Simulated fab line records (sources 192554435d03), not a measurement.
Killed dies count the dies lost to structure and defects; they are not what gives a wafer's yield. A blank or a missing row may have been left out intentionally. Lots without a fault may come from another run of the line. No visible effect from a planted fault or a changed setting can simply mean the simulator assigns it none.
fab line records | flow n5-finfet
record lots=6 | wafers=18 | last-day=17
route steps=1938 shown PASSIVATION@1918
lots with no fault: from the same line, run without faults
start-h: the number of hours between the record's first day and the start of the first shown wafer of the lot | wait-h: hours elapsed since this lot's preceding step | " identical to the entry in the row above | L1.1+2: a single row standing in for several wafers | - no value, or no start was given | * or withheld: withheld | < > ~ a bound
route shown NAME@n: a module of which the file shows steps, and the number in the route of the first | usual: mean/standard deviation of fault-free wafers | same: alike in all rows | chamber/n: place in a boat | sites: the reading at each site | _std_site: their standard deviation | _edge_site: outer sites' mean less inner sites' | radius-mm: how far each site lies from the wafer's centre | mask NAME#n: copy n | behind: the most recent tool/chamber to have shaped the wafer | hold: cause of the lot's hold/its duration in hours/its outcome | device: names the non-switching transistor (n, p or np) | end of line: the tests these same wafers got at the end of their route | a step with no rows: only its recipe | killed: the dies lost at the first sort to structure and to defects; this is not the yield of the wafer | map: a wafer's dies, marking killed ones x, the rest . and places with no die _
set.NAME: the setting as run; set.NAME@STEP: as run at that earlier step | model.NAME: the simulator's own value behind a step, which no gauge read
certain route steps with their lots: each step a table, each wafer a row
services: the hour from which a tool's chamber was out of use, counted from the record's first day as start-h (under 0 if before that day), plus the number of hours and why
## steps
# step N5_PASSIVATION_COAT_38
# recipe spin-rpm=3000 | resist-thk-nm=withheld
# step N5_PASSIVATION_EBR_40
# recipe solvent=PGMEA | ebr-width-mm=1.5
# step N5_PASSIVATION_SOFTBAKE_39
# recipe temp-c=110 | time-s=120
# step N5_PASSIVATION_EXPOSE_41
# recipe mask-id=PASS_OPEN | na=0.55 | defocus-nm=0 | source-shape=conventional | sigma-outer=0.8 | polarization=unpolarized | target-cd-nm=40000 | dose-mj=57.25
# step N5_PASSIVATION_PEB_42
# recipe peb-temp-c=withheld | peb-time-s=*
# step N5_PASSIVATION_DEVELOP_43
# recipe develop-time-s=60 | rinse-liquid=diw | dry=air-spin | dev-temp-c=21
# step N5_PASSIVATION_HARDBAKE_45
# recipe temp-c=130 | time-s=120
# step N5_PASSIVATION_CD_MEAS_44
# recipe target-cd-nm=40000 | landing-energy-ev=500 | detector=se-inlens
# usual cd-nm=40001/3.6
lot.wafer | tool      | chamber | start-h | wait-h | cd-nm
L755.1    | cd-sem-01 | 0       | 308.41  | -      | 39999
L755.3    | "         | 0       | "       | "      | 40003
L755.6    | "         | 0       | "       | "      | 40003
L761.1    | cd-sem-02 | 0       | 350.46  | -      | 39996
L761.2    | "         | 0       | "       | "      | 39993
L761.4    | "         | 0       | "       | "      | 39995
L763.1    | cd-sem-02 | 0       | 372.56  | -      | 39995
L763.5    | "         | 0       | "       | "      | 40003
L763.6    | "         | 0       | "       | "      | 39996
L765.1    | cd-sem-03 | 0       | 372.97  | -      | 40005
L765.2    | "         | 0       | "       | "      | 40004
L765.3    | "         | 0       | "       | "      | 39997
L767.1    | cd-sem-02 | 0       | 385.69  | -      | 39999
L767.2    | "         | 0       | "       | "      | 39998
L767.3    | "         | 0       | "       | "      | 39993
L773.1    | cd-sem-01 | 0       | 415.42  | -      | 40004
L773.2    | "         | 0       | "       | "      | 40000
L773.5    | "         | 0       | "       | "      | 40003
# step N5_PASSIVATION_OVL_MEAS_66
# recipe points-per-wafer=44
# usual PASS_OPEN_OVL=0/4.8
lot.wafer | tool       | chamber | start-h | wait-h | PASS_OPEN_OVL[nm]
L755.1    | overlay-02 | 0       | 308.44  | 0.0    | -5
L755.3    | "          | 0       | "       | "      | -5
L755.6    | "          | 0       | "       | "      | 0
L761.1    | overlay-01 | 0       | 350.49  | 0.0    | 0
L761.2    | "          | 0       | "       | "      | 5
L761.4    | "          | 0       | "       | "      | 5
L763.1    | overlay-01 | 0       | 372.59  | 0.0    | -1
L763.5    | "          | 0       | "       | "      | -2
L763.6    | "          | 0       | "       | "      | -6
L765.1    | overlay-01 | 0       | 373.00  | 0.0    | 6
L765.2    | "          | 0       | "       | "      | 6
L765.3    | "          | 0       | "       | "      | 8
L767.1    | overlay-02 | 0       | 385.72  | 0.0    | 0
L767.2    | "          | 0       | "       | "      | -11
L767.3    | "          | 0       | "       | "      | 6
L773.1    | overlay-01 | 0       | 415.45  | 0.0    | 8
L773.2    | "          | 0       | "       | "      | 3
L773.5    | "          | 0       | "       | "      | 7
# step N5_PASSIVATION_INSPECT_67
# recipe mode=adi | inspect-instrument=macro
# usual raw-defect-count=2.1/1.5
lot.wafer | tool              | chamber | start-h | wait-h | raw-defect-count
L755.1    | defect-inspect-01 | -       | 308.46  | 0.0    | 2
L755.3    | "                 | -       | "       | "      | 0
L755.6    | "                 | -       | "       | "      | 4
L761.1    | defect-inspect-02 | -       | 350.51  | 0.0    | 2
L761.2    | "                 | -       | "       | "      | 3
L761.4    | "                 | -       | "       | "      | 0
L763.1    | defect-inspect-02 | -       | 372.61  | 0.0    | 2
L763.5    | "                 | -       | "       | "      | 4
L763.6    | "                 | -       | "       | "      | 4
L765.1    | defect-inspect-01 | -       | 373.02  | 0.0    | 1
L765.2    | "                 | -       | "       | "      | 2
L765.3    | "                 | -       | "       | "      | 2
L767.1    | defect-inspect-01 | -       | 385.75  | 0.0    | 3
L767.2    | "                 | -       | "       | "      | 2
L767.3    | "                 | -       | "       | "      | 2
L773.1    | defect-inspect-02 | -       | 415.48  | 0.0    | 1
L773.2    | "                 | -       | "       | "      | 3
L773.5    | "                 | -       | "       | "      | 1
# step N5_PASSIVATION_DESCUM_46
# recipe chemistry=O2 | time-s=7.9 | source-power-w=50 | bias-power-w=20 | pressure-mtorr=20 | rf-frequency-hz=2.712e+07 | temp-c=40 | o2-flow-sccm=225
# usual drypump-motor-current-A=5.8/0.45 | oes-product-au=0.85/0.091 | rf-vpp-V=243.8/1.4 | showerhead-plenum-p-Torr=2.13/0.077 | throttle-valve-pct=20.33/0.25
lot.wafer | tool        | chamber | start-h | wait-h | drypump-motor-current-A | oes-product-au | rf-hours-counter-h | rf-vpp-V | showerhead-plenum-p-Torr | throttle-valve-pct
L755.1    | rie-diel-05 | 3       | 308.67  | 0.2    | 6.1                     | 0.71           | 211                | 243.2    | 2.06                     | 20.52
L755.3    | "           | 1       | "       | "      | 6.5                     | 0.93           | 17                 | 246.4    | 2.21                     | 20.26
L755.6    | "           | 1       | "       | "      | 6.5                     | 0.93           | -                  | 244.2    | 2.21                     | 20.29
L761.1    | rie-diel-05 | 2       | 353.73  | 3.2    | 5.5                     | 0.97           | 3                  | 244.9    | 2.17                     | 20.04
L761.2    | "           | 3       | "       | "      | 6.1                     | 0.71           | 225                | 242.3    | 2.05                     | 20.54
L761.4    | "           | 1       | "       | "      | 6.5                     | 0.91           | 32                 | 244.6    | 2.21                     | 20.31
L763.1    | rie-diel-02 | 0       | 372.65  | 0.0    | 5.7                     | 0.84           | 61                 | 246.1    | 2.22                     | 20.17
L763.5    | "           | 2       | "       | "      | 6.4                     | 0.75           | -                  | 244.6    | 2.20                     | 20.58
L763.6    | "           | 3       | "       | "      | 4.9                     | 0.90           | -                  | 243.1    | 2.03                     | 19.99
L765.1    | rie-diel-05 | 0       | 373.06  | 0.0    | 5.6                     | 0.95           | 14                 | 242.6    | 2.06                     | 20.57
L765.2    | "           | 3       | "       | "      | 6.1                     | 0.69           | 234                | 243.3    | 2.05                     | 20.55
L765.3    | "           | 2       | "       | "      | 5.5                     | 0.93           | 11                 | 243.0    | 2.16                     | 20.06
L767.1    | rie-diel-02 | 0       | 385.78  | 0.0    | 5.8                     | 0.84           | 67                 | 243.4    | 2.22                     | 20.19
L767.2    | "           | 3       | "       | "      | 4.9                     | 0.89           | 43                 | 243.1    | 2.02                     | 19.99
L767.3    | "           | 2       | "       | "      | 6.4                     | 0.75           | 144                | 245.0    | 2.20                     | 20.57
L773.1    | rie-diel-02 | 1       | 415.51  | 0.0    | 5.8                     | 0.93           | 17                 | 243.5    | 2.14                     | 20.30
L773.2    | "           | 2       | "       | "      | 6.4                     | 0.74           | 155                | 244.4    | 2.20                     | 20.58
L773.5    | "           | 2       | "       | "      | 6.4                     | 0.74           | -                  | 245.5    | 2.20                     | 20.58
# step N5_PASSIVATION_PASS_ETCH_47
# recipe chemistry=CF4/O2 | target=SiNx | target-depth-a=7700 | time-s=385 | ion-energy-ev=100 | pressure-mtorr=40 | source-w=535 | bias-w=49 | Ar_flow_sccm=100 | cf4-flow-sccm=100 | O2_flow_sccm=10
# usual bias-w=49.01/0.14 | drypump-motor-current-A=5.8/0.45 | oes-product-au=0.85/0.086 | rf-vpp-V=244/3.8 | showerhead-plenum-p-Torr=2.24/0.072 | throttle-valve-pct=15.74/0.23
lot.wafer | tool        | chamber | start-h | wait-h | bias-w | drypump-motor-current-A | oes-product-au | rf-hours-counter-h | rf-vpp-V | showerhead-plenum-p-Torr | throttle-valve-pct
L755.1    | rie-diel-05 | 3       | 308.71  | 0.0    | 48.77  | 6.1                     | 0.72           | 211                | 241      | 2.19                     | 16.08
L755.3    | "           | 1       | "       | "      | 49.22  | 6.5                     | 0.91           | 17                 | 245      | 2.34                     | 15.72
L755.6    | "           | 1       | "       | "      | 49.24  | 6.5                     | 0.91           | -                  | 245      | 2.34                     | 15.73
L761.1    | rie-diel-05 | 2       | 353.77  | 0.0    | 49.05  | 5.5                     | 0.96           | 3                  | 243      | 2.25                     | 15.35
L761.2    | "           | 3       | "       | "      | 49.13  | 6.1                     | 0.71           | 225                | 242      | 2.18                     | 16.11
L761.4    | "           | 1       | "       | "      | 49.03  | 6.5                     | 0.88           | 32                 | 244      | 2.33                     | 15.74
L763.1    | rie-diel-02 | 0       | 372.68  | 0.0    | 48.99  | 5.8                     | 0.84           | 61                 | 246      | 2.32                     | 15.52
L763.5    | "           | 2       | "       | "      | 49.09  | 6.4                     | 0.77           | -                  | 248      | 2.30                     | 15.93
L763.6    | "           | 3       | "       | "      | 48.89  | 4.9                     | 0.88           | -                  | 246      | 2.16                     | 15.59
L765.1    | rie-diel-05 | 0       | 373.09  | 0.0    | 48.93  | 5.6                     | 0.95           | 14                 | 247      | 2.16                     | 15.87
L765.2    | "           | 3       | "       | "      | 48.82  | 6.1                     | 0.71           | 234                | 242      | 2.18                     | 16.13
L765.3    | "           | 2       | "       | "      | 48.90  | 5.5                     | 0.93           | 11                 | 244      | 2.25                     | 15.37
L767.1    | rie-diel-02 | 0       | 385.82  | 0.0    | 49.10  | 5.8                     | 0.82           | 67                 | 247      | 2.32                     | 15.56
L767.2    | "           | 3       | "       | "      | 49.13  | 4.9                     | 0.88           | 43                 | 248      | 2.15                     | 15.62
L767.3    | "           | 2       | "       | "      | 49.08  | 6.4                     | 0.77           | 144                | 246      | 2.30                     | 15.93
L773.1    | rie-diel-02 | 1       | 415.55  | 0.0    | 49.04  | 5.8                     | 0.92           | 17                 | 239      | 2.24                     | 15.67
L773.2    | "           | 2       | "       | "      | 49.21  | 6.4                     | 0.75           | 155                | 246      | 2.30                     | 15.98
L773.5    | "           | 2       | "       | "      | 49.32  | 6.4                     | 0.75           | -                  | 248      | 2.30                     | 15.96
# step N5_PASSIVATION_ETCH_54
# recipe chemistry=CHF3/O2 | target=SiO2 | target-depth-a=8800 | CHF3_flow_sccm=50 | O2_flow_sccm=5 | Ar_flow_sccm=200 | time-s=440 | mask-material=PR | pressure-mtorr=30 | source-w=650 | bias-w=170 | ion-energy-ev=200
# usual bias-w=170.0/0.5 | drypump-motor-current-A=5.8/0.46 | oes-product-au=0.85/0.086 | rf-vpp-V=529/8.4 | showerhead-plenum-p-Torr=2.45/0.086 | throttle-valve-pct=18.67/0.25
lot.wafer | tool        | chamber | start-h | wait-h | bias-w | drypump-motor-current-A | oes-product-au | rf-hours-counter-h | rf-vpp-V | showerhead-plenum-p-Torr | throttle-valve-pct | model.etch.depth-nm | model.PASSIVATION.feature-depth-nm
L755.1    | rie-diel-05 | 3       | 308.93  | 0.1    | 169.3  | 6.1                     | 0.72           | 211                | 525      | 2.38                     | 18.97              | 861.2               | 861.2
L755.3    | "           | 1       | "       | "      | 170.5  | 6.5                     | 0.92           | 17                 | 534      | 2.57                     | 18.77              | 912.1               | 912
L755.6    | "           | 1       | "       | "      | 170.2  | 6.5                     | 0.91           | -                  | 534      | 2.57                     | 18.80              | 922.1               | 922
L761.1    | rie-diel-05 | 2       | 354.00  | 0.1    | 183.9  | 5.5                     | 0.97           | 3                  | 564      | 2.45                     | 18.18              | 914.8               | 914.8
L761.2    | "           | 3       | "       | "      | 184.9  | 6.1                     | 0.71           | 226                | 564      | 2.38                     | 19.02              | 888.9               | 888.8
L761.4    | "           | 1       | "       | "      | 184.5  | 6.5                     | 0.89           | 32                 | 572      | 2.57                     | 18.79              | 925.5               | 925.4
L763.1    | rie-diel-02 | 0       | 372.91  | 0.1    | 170.2  | 5.8                     | 0.83           | 61                 | 534      | 2.55                     | 18.54              | 868.1               | 868
L763.5    | "           | 2       | "       | "      | 170.2  | 6.4                     | 0.76           | -                  | 538      | 2.52                     | 18.83              | 888.1               | 888
L763.6    | "           | 3       | "       | "      | 169.6  | 4.9                     | 0.89           | -                  | 539      | 2.35                     | 18.46              | 893.5               | 893.4
L765.1    | rie-diel-05 | 0       | 373.32  | 0.1    | 184.9  | 5.6                     | 0.96           | 14                 | 577      | 2.36                     | 18.82              | 898.1               | 898
L765.2    | "           | 3       | "       | "      | 184.9  | 6.1                     | 0.70           | 234                | 562      | 2.37                     | 19.02              | 887.9               | 887.8
L765.3    | "           | 2       | "       | "      | 184.7  | 5.5                     | 0.93           | 11                 | 564      | 2.45                     | 18.20              | 913.7               | 913.8
L767.1    | rie-diel-02 | 0       | 386.04  | 0.1    | 169.6  | 5.7                     | 0.83           | 67                 | 535      | 2.55                     | 18.55              | 874.9               | 875
L767.2    | "           | 3       | "       | "      | 170.7  | 4.9                     | 0.87           | 43                 | 538      | 2.34                     | 18.47              | 896                 | 896
L767.3    | "           | 2       | "       | "      | 170.4  | 6.4                     | 0.76           | 144                | 537      | 2.51                     | 18.81              | 891.9               | 892
L773.1    | rie-diel-02 | 1       | 415.77  | 0.1    | 170.8  | 5.8                     | 0.91           | 17                 | 520      | 2.45                     | 18.61              | 880.1               | 880.2
L773.2    | "           | 2       | "       | "      | 170.4  | 6.4                     | 0.75           | 155                | 536      | 2.51                     | 18.87              | 887.4               | 887.4
L773.5    | "           | 2       | "       | "      | 170.5  | 6.4                     | 0.74           | -                  | 537      | 2.51                     | 18.87              | 887.5               | 887.4
# step N5_PASSIVATION_STRIP_48
# recipe chemistry=O2 | power-w=600 | temp-c=60 | pressure-mtorr=30 | rf-frequency-hz=6e+07 | bias-power-w=0 | overash-fraction=0.5 | o2-flow-sccm=225
# usual drypump-motor-current-A=5.8/0.45 | oes-product-au=0.86/0.091 | rf-vpp-V=3.6/2.3 | showerhead-plenum-p-Torr=2.13/0.077 | throttle-valve-pct=16.55/0.23
lot.wafer | tool        | chamber | start-h | wait-h | drypump-motor-current-A | oes-product-au | rf-hours-counter-h | rf-vpp-V | showerhead-plenum-p-Torr | throttle-valve-pct
L755.1    | rie-diel-05 | 3       | 309.22  | 0.1    | 6.0                     | 0.73           | 211                | 3.9      | 2.06                     | 16.82
L755.3    | "           | 1       | "       | "      | 6.5                     | 0.91           | 18                 | 4.4      | 2.22                     | 16.56
L755.6    | "           | 1       | "       | "      | 6.5                     | 0.98           | -                  | 3.7      | 2.22                     | 16.48
L761.1    | rie-diel-05 | 2       | 354.29  | 0.1    | 5.5                     | 0.95           | 3                  | 1.9      | 2.17                     | 16.24
L761.2    | "           | 3       | "       | "      | 6.1                     | 0.71           | 226                | 7.3      | 2.06                     | 16.84
L761.4    | "           | 1       | "       | "      | 6.5                     | 0.90           | 32                 | 4.3      | 2.21                     | 16.47
L763.1    | rie-diel-02 | 0       | 373.20  | 0.1    | 5.8                     | 0.84           | 61                 | 1.3      | 2.22                     | 16.34
L763.5    | "           | 2       | "       | "      | 6.4                     | 0.77           | -                  | 1.7      | 2.21                     | 16.70
L763.6    | "           | 3       | "       | "      | 4.9                     | 0.90           | -                  | 1.3      | 2.03                     | 16.17
L765.1    | rie-diel-05 | 0       | 373.61  | 0.1    | 5.6                     | 0.94           | 14                 | 4.5      | 2.07                     | 16.79
L765.2    | "           | 3       | "       | "      | 6.1                     | 0.68           | 235                | 1.4      | 2.05                     | 16.85
L765.3    | "           | 2       | "       | "      | 5.6                     | 0.91           | 11                 | 4.2      | 2.17                     | 16.33
L767.1    | rie-diel-02 | 0       | 386.33  | 0.1    | 5.8                     | 0.83           | 67                 | 1.6      | 2.22                     | 16.41
L767.2    | "           | 3       | "       | "      | 4.9                     | 0.91           | 43                 | 5.6      | 2.03                     | 16.29
L767.3    | "           | 2       | "       | "      | 6.4                     | 0.73           | 144                | 2.4      | 2.21                     | 16.76
L773.1    | rie-diel-02 | 1       | 416.06  | 0.1    | 5.8                     | 0.92           | 17                 | 11.4     | 2.14                     | 16.49
L773.2    | "           | 2       | "       | "      | 6.4                     | 0.76           | 155                | 2.2      | 2.20                     | 16.81
L773.5    | "           | 2       | "       | "      | 6.4                     | 0.74           | -                  | 1.9      | 2.20                     | 16.81
# step N5_PASSIVATION_PROBE_49
# usual defect-limited-yield=91.6/1.4 | killed_at_M0_to_M3=35/10 | killed_at_M4_up=13/4.8 | killed-at-contacts=12/7.2 | killed-at-front-end=36/12 | killed-at-other=4/3.1 | killed-dies=100/17 | killed-open=66/13 | killed-short=32/7.3 | sort_bin_5_function=5.0/0.94 | sort_bin_6_memory=3.1/0.67 | sort_bin_8_speed=0.01/0.047 | sort-n-pass=1080/17
# same gross-dies=1180 | killed-at-back-side=0 | sort_bin_4_leakage[%]=0
lot.wafer | tool      | chamber | start-h | wait-h | defect-limited-yield[%] | killed_at_M0_to_M3 | killed_at_M4_up | killed-at-contacts | killed-at-front-end | killed-at-other | killed-dies | killed-open | killed-short | sort_bin_5_function[%] | sort_bin_6_memory[%] | sort_bin_8_speed[%] | sort-n-pass
L755.1    | prober-02 | -       | 311.73  | 0.0    | 90.1                    | 47                 | 24              | 16                 | 29                  | 1               | 117         | 72          | 45           | 6.5                    | 3.1                  | 0                   | 1063
L755.3    | prober-02 | -       | 311.83  | 0.1    | 90.3                    | 51                 | 12              | 21                 | 27                  | 3               | 114         | 77          | 33           | 5.6                    | 3.4                  | 0                   | 1066
L755.6    | prober-02 | -       | 311.98  | 0.3    | 90.3                    | 58                 | 18              | 13                 | 25                  | 0               | 114         | 66          | 41           | 5.8                    | 3.4                  | 0                   | 1066
L763.1    | prober-02 | -       | 375.70  | 0.0    | 93.6                    | 26                 | 16              | 8                  | 23                  | 2               | 75          | 46          | 27           | 3.6                    | 2.3                  | 0                   | 1105
L763.5    | prober-02 | -       | 375.90  | 0.2    | 94.3                    | 28                 | 11              | 8                  | 20                  | 0               | 67          | 43          | 24           | 3.4                    | 1.9                  | 0                   | 1113
L763.6    | prober-02 | -       | 375.95  | 0.3    | 93.2                    | 35                 | 6               | 4                  | 34                  | 1               | 80          | 53          | 21           | 4.1                    | 1.6                  | 0                   | 1100
L765.1    | prober-02 | -       | 376.75  | 0.0    | 91.9                    | 40                 | 9               | 12                 | 29                  | 5               | 95          | 62          | 33           | 4.8                    | 3.1                  | 0                   | 1085
L765.2    | prober-02 | -       | 376.80  | 0.1    | 90.8                    | 29                 | 9               | 15                 | 43                  | 13              | 109         | 79          | 30           | 5.3                    | 3.7                  | 0                   | 1071
L765.3    | prober-02 | -       | 376.85  | 0.1    | 91.4                    | 26                 | 17              | 5                  | 44                  | 10              | 102         | 54          | 47           | 5.0                    | 3.1                  | 0                   | 1078
# killed by level:class
L755.1 BEOL_M0_SAQP:geometric-particle:short=14 BEOL_M4:geometric-particle:open=14 MOL_CONTACT_COAG:geometric-particle:open=13 BEOL_M0_SAQP:geometric-particle:open=13 FIN_SAQP:geometric-particle:open=8 FIN_SAQP:geometric-particle:short=6 BEOL_M3:geometric-particle:open=6 BEOL_M1:geometric-particle:short=5
L755.3 BEOL_M0_SAQP:geometric-particle:open=15 MOL_CONTACT_COAG:geometric-particle:open=14 BEOL_M3:geometric-particle:open=12 BEOL_M0_SAQP:geometric-particle:short=11 MOL_CONTACT_COAG:geometric-particle:short=7 BEOL_M1:geometric-particle:open=6 GATE_CUT:geometric-particle:short=5 BEOL_M2:geometric-particle:open=5
L755.6 BEOL_M0_SAQP:geometric-particle:short=17 BEOL_M2:geometric-particle:open=13 BEOL_M0_SAQP:geometric-particle:open=13 MOL_CONTACT_COAG:geometric-particle:open=10 BEOL_M3:geometric-particle:open=5 BEOL_M4:geometric-particle:open=5 BEOL_M8:geometric-particle:open=5 STARTING-WAFER:geometric-particle:short=5
L763.1 BEOL_M2:geometric-particle:open=12 BEOL_M4:geometric-particle:open=6 MOL_CONTACT_COAG:geometric-particle:open=6 BEOL_M4:geometric-particle:short=5 BEOL_M3:geometric-particle:open=4 STARTING-WAFER:geometric-particle:short=4 FIN_SAQP:geometric-particle:short=3 GATE_CUT:geometric-particle:short=3
L763.5 BEOL_M0_SAQP:geometric-particle:open=7 MOL_CONTACT_COAG:geometric-particle:open=6 BEOL_M1:geometric-particle:open=6 BEOL_M0_SAQP:geometric-particle:short=5 BEOL_M4:geometric-particle:open=4 STARTING-WAFER:geometric-particle:short=4 FIN_SAQP:geometric-particle:open=3 DUMMY_GATE:geometric-particle:open=3
L763.6 BEOL_M2:geometric-particle:open=11 STI_FIN_REVEAL:geometric-particle:open=10 BEOL_M3:geometric-particle:open=9 BEOL_M0_SAQP:geometric-particle:short=6 HKMG_FIN:area-etch=6 STARTING-WAFER:geometric-particle:open=4 FIN_SAQP:geometric-particle:open=3 STI_FIN_REVEAL:geometric-particle:short=3
L765.1 MOL_CONTACT_COAG:geometric-particle:open=9 BEOL_M0_SAQP:geometric-particle:open=8 BEOL_M3:geometric-particle:open=8 BEOL_M0_SAQP:geometric-particle:short=8 BEOL_M0:geometric-particle:open=7 FIN_SAQP:geometric-particle:open=5 STARTING-WAFER:geometric-particle:short=5 FIN_SAQP:geometric-particle:short=4
L765.2 FIN_SAQP:geometric-particle:open=18 MOL_CONTACT_COAG:geometric-particle:open=14 STI_FIN_REVEAL:geometric-particle:open=6 BEOL_M0_SAQP:geometric-particle:open=6 MIM_TOP_ETCH:geometric-particle:open=6 BEOL_M1:geometric-particle:open=5 MIM_TOP_ETCH:geometric-particle:short=5 FIN_SAQP:geometric-particle:short=4
L765.3 BEOL_M0_SAQP:geometric-particle:short=13 STI_FIN_REVEAL:geometric-particle:open=10 BEOL_M0_SAQP:geometric-particle:open=6 BEOL_M4:geometric-particle:open=6 GATE_CUT:geometric-particle:short=5 ILD0:geometric-particle:short=4 BEOL_M4:geometric-particle:short=4 FIN_SAQP:geometric-particle:short=3
## services
tool        | chamber | start-h | hours | kind
rie-diel-05 | 2       | 293.30  | 10.5  | repair
rie-diel-05 | -       | 300.33  | 0.8   | repair
rie-diel-02 | 0       | 304.01  | 13.7  | repair
rie-diel-05 | 0       | 304.85  | -     | clean
rie-diel-05 | 0       | 304.85  | -     | consumable-replace:focus-ring
rie-diel-05 | 0       | 304.85  | 18.9  | scheduled-down
rie-diel-05 | 0       | 304.85  | 18.9  | vent-cycle
rie-diel-02 | 1       | 317.69  | -     | clean
rie-diel-02 | 1       | 317.69  | -     | consumable-replace:focus-ring
rie-diel-02 | 1       | 317.69  | 29.6  | scheduled-down
rie-diel-02 | 1       | 317.69  | 29.6  | vent-cycle
rie-diel-05 | 2       | 324.63  | -     | clean
rie-diel-05 | 2       | 324.63  | -     | consumable-replace:focus-ring
rie-diel-05 | 2       | 324.63  | 16.0  | scheduled-down
rie-diel-05 | 2       | 324.63  | 16.0  | vent-cycle
rie-diel-02 | 2       | 329.23  | 17.8  | repair
rie-diel-05 | -       | 333.67  | 14.6  | pm
rie-diel-05 | 0       | 359.71  | 4.8   | repair
rie-diel-02 | 1       | 377.18  | 19.5  | repair
rie-diel-02 | 3       | 410.07  | 7.9   | repair
rie-diel-05 | 3       | 414.34  | -     | clean
rie-diel-05 | 3       | 414.34  | -     | consumable-replace:focus-ring
rie-diel-05 | 3       | 414.34  | 24.5  | scheduled-down
rie-diel-05 | 3       | 414.34  | 24.5  | vent-cycle
## key
first-sign step=N5_PASSIVATION_ETCH_54 | reading=bias-w | direction=up | sigmas=29 | usual=* | struck=*
effect step=N5_PASSIVATION_ETCH_54 | reading=rf-vpp-V | direction=up | sigmas=4.5 | usual=529 | struck=567
model-effect step=N5_PASSIVATION_ETCH_54 | value=etch.depth-nm | without=879.5 | struck=904.8
met-at N5_PASSIVATION_ETCH_54
struck-wafers L761.1,L761.2,L761.4,L765.1,L765.2,L765.3
onset-between 308.93 354.00
fault kind=process-parameter-drift | tool=rie-diel-05 | chamber=- | onset-h=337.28 | steps=N5_PASSIVATION_ETCH_54 | channel=bias-w | offset=* | shape=step | end-h=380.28 | acts-in=* | stated=*
